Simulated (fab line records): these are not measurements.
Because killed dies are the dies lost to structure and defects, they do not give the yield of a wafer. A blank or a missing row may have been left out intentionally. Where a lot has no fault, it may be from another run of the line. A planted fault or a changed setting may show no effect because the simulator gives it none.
fab line records	flow nandHarc
[record] lots = 14	wafers = 42	lastDay = 34
route steps=1302 shown P_BONDPAD@375 A_ZERO_WELL@411 A_ONON_D1@440
lots that met no fault: from a run of the same line without faults
startH: hours from the record's first day to the start of the lot's first wafer shown	waitH: how many hours have passed since the lot's step before this one	" the same as in the row above	L1.1+2: one row covering several wafers at once	- no value, or no start given	* or withheld: withheld	< > ~ a bound
route shown NAME@n: NAME is a module with steps in the file, n the number in the route of the first one	usual: mean/standard deviation of fault-free wafers	same: alike in all rows	chamber/n: place in a boat	sites: each site's reading	_std_site: their standard deviation	_edge_site: inner sites' mean taken away from outer sites' mean	radiusMm: how far each site lies from the wafer's centre	mask NAME#n: copy n	behind: tool/chamber where the wafer was last shaped	hold: why the lot was held/for how many hours/how that ended	device: transistor that didn't switch, given as n, p or np	end of line: at the end of the route, the tests of the same wafers	step lacking rows: just its recipe	killed: dies lost to structure and defects at the first sort, not the wafer's yield	map: a wafer's dies, marking killed ones x, the rest . and places with no die _
set.NAME: setting as actually run; set.NAME@STEP: the setting as run at that earlier step	model.NAME: the simulator's own value behind a step, which no gauge read
route steps across a sampled set of lots; one table per step, one row per wafer
services: when a tool's chamber went out of use (startH, in hours from the record's first day, below 0 if earlier), for how many hours, and the reason
[[steps]]
[step NHARC_P_BONDPAD_PRE_CLEAN_26]
[recipe] timeS = 30	tempC = 280	gas = H2/He
[usual] heaterPowerW = 402/37
[same] timeS = 30
lot.wafer	tool	chamber	startH	waitH	heaterPowerW
L495.2	pvdSputter-02	-	-	-	445
L495.3	"	-	"	"	411
L495.6	"	-	"	"	449
L496.2	pvdSputter-01	-	-	-	494
L496.5	"	-	"	"	351
L496.6	"	-	"	"	483
L500.1	pvdSputter-01	-	-	-	366
L500.6	"	-	"	"	363
L500.5	"	-	"	"	355
L501.1	pvdSputter-01	-	-	-	355
L501.2	"	-	"	"	481
L501.6	"	-	"	"	486
L502.2	pvdSputter-02	-	-	-	400
L502.3	"	-	"	"	434
L502.5	"	-	"	"	410
L503.4	pvdSputter-01	-	-	-	493
L503.1	"	-	"	"	369
L503.5	"	-	"	"	480
L508.2	pvdSputter-02	-	-	-	385
L508.6	"	-	"	"	443
L508.5	"	-	"	"	394
L512.2	pvdSputter-01	-	-	-	351
L512.5	"	-	"	"	369
L512.6	"	-	"	"	356
L513.1	pvdSputter-02	-	-	-	382
L513.5	"	-	"	"	406
L513.6	"	-	"	"	373
L514.3	pvdSputter-03	-	-	-	408
L514.1	"	-	"	"	434
L514.6	"	-	"	"	414
L515.4	pvdSputter-01	-	-	-	355
L515.3	"	-	"	"	362
L515.1	"	-	"	"	363
L516.3	pvdSputter-02	-	-	-	433
L516.1	"	-	"	"	380
L516.2	"	-	"	"	418
L517.3	pvdSputter-02	-	-	-	383
L517.4	"	-	"	"	427
L517.5	"	-	"	"	403
L518.1	pvdSputter-01	-	-	-	370
L518.5	"	-	"	"	344
L518.6	"	-	"	"	368
[step NHARC_A_ZERO_WELL_RTA_16]
[recipe] tempC = 1000	timeS = 10
[usual] annealTempCMax = 1003.2/0.71	lampPowerPct = 30.1/0.68	wafer_temp_C_max = 1003.3/0.88
[same] timeS = 10
lot.wafer	tool	chamber	startH	waitH	annealTempCMax	lampPowerPct	wafer_temp_C_max
L495.2	rtpAnneal-02	0	144.84	-	1002.9	29.6	1002.3
L495.3	"	0	"	"	1003.2	29.6	1002.6
L495.6	"	0	"	"	1004.0	29.6	1003.1
L496.2	rtpAnneal-02	0	147.16	-	1001.6	29.5	1002.0
L496.5	"	0	"	"	1003.2	29.5	1001.9
L496.6	"	0	"	"	1004.5	29.5	1003.9
L500.1	rtpAnneal-01	0	191.76	0.2	1004.0	30.9	1004.4
L500.5	"	0	"	"	1002.8	31.0	1004.0
L500.6	"	0	"	"	1003.5	31.0	1004.4
L501.1	rtpAnneal-01	0	199.31	-	1002.0	30.9	1006.8
L501.2	"	0	"	"	1003.5	30.9	1003.6
L501.6	"	0	"	"	1001.8	30.9	1005.0
L502.2	rtpAnneal-01	0	206.30	-	1003.7	30.9	1003.5
L502.3	"	0	"	"	1004.7	30.9	1003.2
L502.5	"	0	"	"	1003.5	30.9	1004.2
L503.1	rtpAnneal-01	0	218.17	0.1	1003.2	31.0	1003.8
L503.4	"	0	"	"	1003.0	30.9	1002.7
L503.5	"	0	"	"	1003.2	30.9	1004.6
L508.2	rtpAnneal-02	0	285.77	-	1003.1	29.6	1003.0
L508.5	"	0	"	"	1004.0	29.6	1002.6
L508.6	"	0	"	"	1002.5	29.5	1003.5
L512.2	rtpAnneal-02	0	307.93	-	1004.0	29.5	1004.0
L512.5	"	0	"	"	1002.9	29.4	1003.5
L512.6	"	0	"	"	1004.3	29.4	1002.2
L513.1	rtpAnneal-02	0	320.46	-	1004.9	29.5	1003.6
L513.5	"	0	"	"	1003.8	29.5	1004.0
L513.6	"	0	"	"	1003.6	29.5	1003.1
L514.1	rtpAnneal-01	0	328.63	-	1002.9	30.9	1003.8
L514.3	"	0	"	"	1003.8	31.0	1002.4
L514.6	"	0	"	"	1001.7	30.9	1003.7
L515.1	rtpAnneal-01	0	355.08	-	1002.7	30.9	1001.8
L515.3	"	0	"	"	1002.6	31.0	1003.0
L515.4	"	0	"	"	1002.4	30.9	1002.3
L516.1	rtpAnneal-02	0	360.29	-	1002.6	29.5	1003.7
L516.2	"	0	"	"	1002.6	29.5	1003.1
L516.3	"	0	"	"	1001.9	29.6	1003.5
L517.3	rtpAnneal-01	0	361.89	-	1003.0	30.9	1004.2
L517.4	"	0	"	"	1004.1	30.9	1005.2
L517.5	"	0	"	"	1003.2	30.9	1003.1
L518.1	rtpAnneal-02	0	381.52	-	1004.8	29.5	1002.0
L518.5	"	0	"	"	1002.3	29.5	1002.4
L518.6	"	0	"	"	1003.1	29.6	1002.8
[step NHARC_A_ONON_D1_DEP_22]
[recipe] targetThkA = 10000	n2FlowSccm = 2750	n2oFlowSccm = 2000	nh3FlowSccm = 500	sih4FlowSccm = 210	tempC = 400
[usual] n2oFlowSccm = 2000/6
lot.wafer	tool	chamber	startH	waitH	n2oFlowSccm
L495.2	pecvdOnon-04	0	178.35	0.1	2000
L495.3	"	0	"	"	2009
L495.6	"	0	"	"	2001
L496.2	pecvdOnon-01	0	178.35	0.1	2013
L496.5	"	0	"	"	2007
L496.6	"	0	"	"	1997
L500.1	pecvdOnon-04	0	227.09	0.1	2001
L500.5	"	0	"	"	2000
L500.6	"	0	"	"	1999
L501.1	pecvdOnon-01	0	230.55	0.1	2004
L501.2	"	0	"	"	1997
L501.6	"	0	"	"	2005
L502.2	pecvdOnon-01	0	241.45	0.1	1591
L502.3	"	0	"	"	1588
L502.5	"	0	"	"	1601
L503.1	pecvdOnon-01	0	250.69	0.1	1592
L503.4	"	0	"	"	1603
L503.5	"	0	"	"	1600
L508.2	pecvdOnon-03	0	317.15	0.1	1996
L508.5	"	0	"	"	1994
L508.6	"	0	"	"	1993
L512.2	pecvdOnon-03	0	340.33	0.1	1997
L512.5	"	0	"	"	2004
L512.6	"	0	"	"	1995
L513.1	pecvdOnon-03	0	351.29	0.1	1991
L513.5	"	0	"	"	1983
L513.6	"	0	"	"	1994
L514.1	pecvdOnon-03	0	364.41	0.1	2001
L514.3	"	0	"	"	1998
L514.6	"	0	"	"	2007
L515.1	pecvdOnon-01	0	387.49	0.1	2008
L515.3	"	0	"	"	1998
L515.4	"	0	"	"	1999
L516.1	pecvdOnon-01	0	395.11	0.1	1998
L516.2	"	0	"	"	2003
L516.3	"	0	"	"	2001
L517.3	pecvdOnon-04	0	395.20	0.2	1993
L517.4	"	0	"	"	1989
L517.5	"	0	"	"	2001
L518.1	pecvdOnon-04	0	412.80	0.1	1998
L518.5	"	0	"	"	1983
L518.6	"	0	"	"	1989
[step NHARC_A_ONON_D1_THK_MEAS_27]
[recipe] thkMeasGauge = ellipsometry
[usual] thkNm = 1000/10
lot.wafer	tool	chamber	startH	waitH	thkNm
L495.2	filmMetro-02	-	179.37	-	1003
L495.3	"	-	"	"	1002
L495.6	"	-	"	"	1002
L496.2	filmMetro-01	-	179.38	-	1003
L496.5	"	-	"	"	1005
L496.6	"	-	"	"	1005
L500.1	filmMetro-02	-	228.17	-	1020
L500.5	"	-	"	"	1020
L500.6	"	-	"	"	1019
L501.1	filmMetro-01	-	231.63	-	1010
L501.2	"	-	"	"	1009
L501.6	"	-	"	"	1009
L502.2	filmMetro-02	-	242.47	-	1001
L502.3	"	-	"	"	1000
L502.5	"	-	"	"	1001
L503.1	filmMetro-02	-	251.79	-	990
L503.4	"	-	"	"	990
L503.5	"	-	"	"	988
L508.2	filmMetro-02	-	318.17	-	995
L508.5	"	-	"	"	995
L508.6	"	-	"	"	996
L512.2	filmMetro-01	-	341.36	-	989
L512.5	"	-	"	"	987
L512.6	"	-	"	"	987
L513.1	filmMetro-01	-	352.36	-	996
L513.5	"	-	"	"	995
L513.6	"	-	"	"	996
L514.1	filmMetro-01	-	365.49	-	1011
L514.3	"	-	"	"	1011
L514.6	"	-	"	"	1012
L515.1	filmMetro-02	-	388.57	-	988
L515.3	"	-	"	"	987
L515.4	"	-	"	"	985
L517.3	filmMetro-02	-	396.17	-	985
L517.4	"	-	"	"	985
L517.5	"	-	"	"	985
L516.1	filmMetro-01	-	396.19	-	1021
L516.2	"	-	"	"	1021
L516.3	"	-	"	"	1021
L518.1	filmMetro-02	-	413.88	-	989
L518.5	"	-	"	"	989
L518.6	"	-	"	"	988
[[services]]
tool	chamber	startH	hours	kind
pvdSputter-02	-	125.17	10.0	pm
pecvdOnon-04	-	130.16	13.0	pm
pvdSputter-01	-	158.23	3.5	repair
pvdSputter-03	-	170.04	10.0	pm
pvdSputter-02	-	183.34	5.3	repair
pvdSputter-01	-	226.00	10.0	pm
pecvdOnon-03	-	227.00	13.0	pm
pecvdOnon-01	-	251.35	5.3	repair
pecvdOnon-01	-	269.29	13.0	pm
pvdSputter-01	-	277.62	1.1	repair
pvdSputter-02	-	303.17	10.0	pm
pecvdOnon-04	-	311.42	13.0	pm
pvdSputter-03	-	348.04	10.0	pm
pecvdOnon-03	-	366.01	6.1	repair
rtpAnneal-01	-	372.00	12.0	pm
pecvdOnon-04	-	392.86	0.8	repair
pvdSputter-03	-	399.53	3.8	repair
pvdSputter-01	-	404.00	10.0	pm
pecvdOnon-03	-	408.00	13.0	pm
[[key]]
[firstSign] step = NHARC_A_ONON_D1_DEP_22	reading = n2oFlowSccm	direction = down	sigmas = 67	usual = 2000	struck = 1596
effect none on later readings
metAt NHARC_A_ONON_D1_DEP_22
struckLots L502,L503
testerLeftOut L502,L503
notActingAt NHARC_P_BONDPAD_PRE_CLEAN_26,NHARC_A_ZERO_WELL_RTA_16,NHARC_A_ONON_D1_THK_MEAS_27
onsetBetween 230.55 241.45
[fault] kind = processParameterDrift	tool = pecvdOnon-01	chamber = -	onsetH = 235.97	steps = NHARC_A_ONON_D1_DEP_22	channel = n2oFlowSccm	offset = -400	shape = step	endH = 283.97	actsIn = theseRecipesOnly	stated = 2000
// testerLeftOut: of these lots the tester's yield and bins aren't shown, on N5 and GAA mostly nor the transistor test; their killed dies are dies lost to structure and defects alone, not to doping, threshold or leakage, so they don't give the yield
